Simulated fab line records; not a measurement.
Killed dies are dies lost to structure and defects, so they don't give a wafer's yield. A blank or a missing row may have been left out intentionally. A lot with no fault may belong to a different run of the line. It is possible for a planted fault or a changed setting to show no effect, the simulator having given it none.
Which tool did it? | flow n5 finfet | 12 lots with 36 wafers sampled at 2 steps, on a route of 1938 steps

WHAT EACH GAUGE READ, for each wafer
N5_BEOL_M4_CD_MEAS_28: target cd 26.2 nm, target cd y 24.1 nm.
lot  | measured     | on        | cd nm (nm)
L075 | day 8 16:02  | cd sem-03 | 26.25 26.36 25.74
L076 | day 8 22:29  | cd sem-03 | 26.25 26.01 26.14
L079 | day 9 05:32  | cd sem-01 | 26.58 26.54 26.25
L081 | day 9 20:13  | cd sem-01 | 26.06 26.18 25.77
L082 | day 10 11:10 | cd sem-03 | 26.18 26.21 25.94
L085 | day 11 01:41 | cd sem-02 | 26.47 26.39 26.56
L087 | day 11 13:03 | cd sem-02 | 25.99 25.97 26.34
L088 | day 11 17:34 | cd sem-01 | 26.01 26.30 26.16
L092 | day 12 03:49 | cd sem-02 | 26.54 26.41 26.34
L094 | day 13 00:24 | cd sem-01 | 26.34 26.40 26.26
L095 | day 13 04:52 | cd sem-03 | 26.13 25.82 25.93
L097 | day 14 01:46 | cd sem-03 | 26.35 26.23 26.39

WHICH TOOL RAN EACH LOT (tool, then ch and the chambers of the sampled wafers, then the start)
lot  | N5_BEOL_M4_ETCH_63
L075 | rie diel-04 ch 0,2, day 8 15:13
L076 | rie diel-03 ch 0,2,3, day 8 21:44
L079 | rie diel-01 ch 0,1,3, day 9 04:49
L081 | rie diel-04 ch 0,2,3, day 9 19:08
L082 | rie diel-04 ch 1,2, day 10 10:19
L085 | rie diel-03 ch 1,2, day 11 00:37
L087 | rie diel-01 ch 0,3, day 11 12:13
L088 | rie diel-04 ch 0,3, day 11 16:48
L092 | rie diel-01 ch 0,1,2, day 12 02:58
L094 | rie diel-01 ch 0,2,3, day 12 23:42
L095 | rie diel-04 ch 0,1,2, day 13 04:08
L097 | rie diel-03 ch 2,3, day 14 01:04
- N5_BEOL_M4_ETCH_63: etches SiARC in CF4, target depth 15.6 nm, time 26 s.

THE ANSWER, worked out from the rows above alone
Rule: the usual values come from the lots themselves. The widest of any qualifying gaps counts: lots, ordered by their means at a reading, are off when they make up no more than a third of the lots, leave a main group of 4 or more, and stand apart from it by 3 or more times the standard deviation of that group's means. If all means in a main group match to the digits the tables above print for the reading, that group is not used. Also off: a lot with no number at a reading for which 4 or more lots have one. All remaining lots with rows at the step are treated as sound.
No lot is off on any of the readings shown, so nothing can be concluded from this.

WHAT THE SIMULATOR HAD INSERTED
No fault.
